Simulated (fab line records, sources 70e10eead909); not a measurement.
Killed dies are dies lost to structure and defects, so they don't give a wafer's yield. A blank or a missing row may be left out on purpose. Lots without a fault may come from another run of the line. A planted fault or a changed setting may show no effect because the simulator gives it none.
Chamber matching | flow nand_harc | NHARC_A_STAIRCASE_TRIM_229 on rie_diel-13: 4 sister chambers
The step chemistry O2, time 211.2 s. 45 wafers are shown with their chamber, then 12 later ones without.

WAFERS WITH THEIR CHAMBER
wafer  | chamber | drypump_motor_current_A (A) | showerhead_plenum_p_Torr (Torr) | oes_product_au (a.u.)
L075.2 | 2       | 5.5                         | 3.31                            | 1.003
L075.3 | 3       | 5.8                         | 3.29                            | 1.008
L075.5 | 3       | 5.8                         | 3.29                            | 1.008
L076.1 | 1       | 5.4                         | 3.58                            | 1.005
L076.4 | 2       | 5.5                         | 3.31                            | 1.005
L076.5 | 3       | 5.8                         | 3.29                            | 1.012
L076.2 | 3       | 5.8                         | 3.29                            | 1.013
L076.3 | 0       | 5.3                         | 3.64                            | 0.997
L076.6 | 2       | 5.5                         | 3.31                            | 1.011
L077.2 | 0       | 5.4                         | 3.64                            | 1.000
L077.3 | 3       | 5.8                         | 3.29                            | 1.008
L077.5 | 0       | 5.4                         | 3.64                            | 0.997
L074.2 | 2       | 5.5                         | 3.31                            | 1.000
L074.4 | 3       | 5.8                         | 3.29                            | 1.013
L074.6 | 0       | 5.4                         | 3.64                            | 0.993
L078.2 | 2       | 5.5                         | 3.31                            | 0.991
L078.3 | 3       | 5.8                         | 3.29                            | 1.019
L078.5 | 3       | 5.8                         | 3.29                            | 1.018
L078.1 | 0       | 5.3                         | 3.64                            | 0.996
L078.4 | 1       | 5.4                         | 3.57                            | 0.993
L078.6 | 0       | 5.3                         | 3.64                            | 0.995
L079.3 | 2       | 5.5                         | 3.31                            | 1.005
L079.4 | 3       | 5.8                         | 3.28                            | 1.016
L079.5 | 0       | 5.3                         | 3.64                            | 1.000
L080.1 | 0       | 5.4                         | 3.64                            | 1.001
L080.3 | 3       | 5.8                         | 3.28                            | 1.012
L080.4 | 1       | 5.4                         | 3.57                            | 1.004
L080.2 | 2       | 5.5                         | 3.31                            | 0.995
L080.5 | 0       | 5.4                         | 3.64                            | 1.003
L080.6 | 1       | 5.4                         | 3.57                            | 1.001
L083.1 | 3       | 5.8                         | 3.81                            | 0.998
L083.2 | 1       | 5.4                         | 3.57                            | 0.997
L083.3 | 2       | 5.5                         | 3.30                            | 0.998
L083.4 | 0       | 5.3                         | 3.64                            | 1.002
L083.5 | 2       | 5.5                         | 3.30                            | 0.991
L083.6 | 1       | 5.4                         | 3.57                            | 0.988
L087.1 | 1       | 5.4                         | 3.57                            | 0.996
L087.3 | 0       | 5.3                         | 3.63                            | 1.002
L087.6 | 0       | 5.3                         | 3.63                            | 0.999
L088.2 | 1       | 5.4                         | 3.57                            | 0.991
L088.5 | 2       | 5.5                         | 3.30                            | 0.999
L088.6 | 1       | 5.4                         | 3.56                            | 0.999
L092.2 | 2       | 5.5                         | 3.30                            | 1.000
L092.3 | 3       | 5.8                         | 3.80                            | 1.006
L092.6 | 3       | 5.8                         | 3.80                            | 1.004

SIGNATURES (means of the wafers above)
reading                  | chamber 0 | chamber 1 | chamber 2 | chamber 3 | scatter within a chamber
drypump_motor_current_A  | 5.342     | 5.400     | 5.500     | 5.800     | 0.0267
showerhead_plenum_p_Torr | 3.6383    | 3.5700    | 3.3064    | 3.4069    | 0.122
oes_product_au           | 0.99875   | 0.99711   | 0.99982   | 1.01038   | 0.00532
Rule: a wafer's distance from a chamber is the root of the sum, over the readings, of the square of ((its reading less the chamber's mean) divided by the reading's scatter). The wafer belongs to the nearest chamber; if the next one is less than 2 further off, it can't be placed. The scatter: the root of (the sum of the squares of (reading less its chamber's mean) over the shown wafers, divided by (wafers less chambers)).

WAFERS WITHOUT THEIR CHAMBER
wafer  | drypump_motor_current_A (A) | showerhead_plenum_p_Torr (Torr) | oes_product_au (a.u.)
L094.3 | 5.3                         | 3.63                            | 1.001
L094.4 | 5.8                         | 3.79                            | 1.007
L094.5 | 5.8                         | 3.79                            | 0.999
L096.3 | 5.5                         | 3.29                            | 1.015
L096.5 | 5.4                         | 3.56                            | 1.012
L096.6 | 5.4                         | 3.62                            | 1.002
L095.1 | 5.8                         | 3.79                            | 1.013
L095.2 | 5.5                         | 3.29                            | 1.009
L095.4 | 5.4                         | 3.55                            | 1.011
L097.2 | 5.5                         | 3.29                            | 1.012
L097.5 | 5.4                         | 3.62                            | 1.003
L097.6 | 5.8                         | 3.79                            | 1.016

WHICH CHAMBER EACH WENT THROUGH
wafer  | from the rows above     | in truth
L094.3 | 0                       | 0
L094.4 | 3                       | 3
L094.5 | 3                       | 3
L096.3 | 2                       | 2
L096.5 | can't be placed: 1 or 0 | 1
L096.6 | can't be placed: 1 or 0 | 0
L095.1 | 3                       | 3
L095.2 | 2                       | 2
L095.4 | can't be placed: 1 or 0 | 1
L097.2 | 2                       | 2
L097.5 | can't be placed: 1 or 0 | 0
L097.6 | 3                       | 3
Placed correctly: 8 of 12. Can't be placed from these rows: 4 (the true chamber is among the candidates in 4). Placed wrongly: 0.
